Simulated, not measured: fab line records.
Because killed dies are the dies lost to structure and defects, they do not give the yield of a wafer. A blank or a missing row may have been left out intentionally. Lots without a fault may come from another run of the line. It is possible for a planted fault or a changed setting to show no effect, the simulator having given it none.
Split-lot experiment    flow n5Finfet    on a route of 1938 steps: 7 lots, 21 wafers read

== ABOUT THE SPLIT ==
At N5_BEOL_M1_COAT_73 (time 60 s, resist thk 5 nm), the setting spinRpm was moved away from the recipe's 1500 rpm on 7 of the 21 wafers read, by -11.1% to +3.5%. The other wafers ran this setting at the recipe's value.

== FROM THE SPLIT TO THE READING: what the file shows between them, 3 steps ==
- N5_BEOL_M1_COAT_05: resist thk 30 nm
- N5_BEOL_M1_EBR_07
- N5_BEOL_M1_DESCUM_16: chemistry O2, time 7 s

== THE READING ==
etch.depthNm (the simulator's own value, which no gauge read), in nm, at N5_BEOL_M1_ETCH_74 (etches underlayer in N2/H2, target depth 6.5 nm, time 5.2 s). The file gives no usual value for it. The 14 wafers here that ran the recipe average 5.004 nm, standard deviation 0.012 nm.

wafer   tool, chamber at the split  spinRpm as run, rpm  against the recipe  etch.depthNm, nm  against lot-mates on the recipe
L077.1  lithoTrack-01, 0            1375                 -8.3%               5.237             +0.228
L077.4  lithoTrack-01, 0            1500                 recipe              5.009             -
L077.6  lithoTrack-01, 0            1375                 -8.3%               5.24              +0.231
L079.2  lithoTrack-02, 0            1443                 -3.8%               5.119             +0.105
L079.4  lithoTrack-02, 0            1500                 recipe              5.014             -
L079.5  lithoTrack-02, 0            1443                 -3.8%               5.12              +0.106
L088.1  lithoTrack-01, 0            1500                 recipe              5.003             -
L088.5  lithoTrack-01, 0            1500                 recipe              5.003             -
L088.6  lithoTrack-01, 0            1359                 -9.4%               5.256             +0.253
L095.2  lithoTrack-02, 0            1500                 recipe              5.027             -
L095.5  lithoTrack-02, 0            1500                 recipe              5.026             -
L095.6  lithoTrack-02, 0            1334                 -11.1%              5.324             +0.297
L094.1  lithoTrack-01, 0            1500                 recipe              4.995             -
L094.3  lithoTrack-01, 0            1500                 recipe              4.996             -
L094.4  lithoTrack-01, 0            1500                 recipe              5                 -
L089.1  lithoTrack-05, 0            1553                 +3.5%               4.91              -0.093
L089.2  lithoTrack-05, 0            1500                 recipe              4.998             -
L089.6  lithoTrack-05, 0            1500                 recipe              5.008             -
L092.1  lithoTrack-01, 0            1500                 recipe              4.996             -
L092.2  lithoTrack-01, 0            1500                 recipe              4.992             -
L092.4  lithoTrack-01, 0            1500                 recipe              4.986             -

FIT RESULTS
A straight line over all 21 wafers: etch.depthNm changes by -0.0281 nm for each +1% of spinRpm; r = -1.00; the points scatter about the line by 0.011 nm.
The same after taking each lot's own level away (the mean of its wafers on the recipe; 21 wafers): -0.0271 nm for each +1%; r = -1.00; scatter 0.003 nm.
The reading moves by 0.3 nm for the largest change in spinRpm, on that fit.
The lots' own levels span 4.9913 to 5.0265 nm, that is 3.0 times the standard deviation above.
The two slopes agree, so the slope changes little with the lot-to-lot level.
Check: +0.302 nm against its lot-mates is what the line predicts for one of the wafers moved furthest among these (-11.1%) when that wafer is left out of the fit. It came out at +0.297 nm against them.

== FURTHER SPLITS ON THESE WAFERS ==
Note: prior to the reading, these wafers also went through further splits. Each is held against what the fit with the lots' levels taken away leaves over:
other split on the same wafers    wafers away from the commonest value  r with etch.depthNm (lot level and that fit taken away)
N5_BEOL_M0_SAQP_EXPOSE_37 doseMj  10                                    +0.09

== FILE'S OWN FIT ==
etch.depthNm changes by -0.0271 nm for each +1% of spinRpm, r = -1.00.
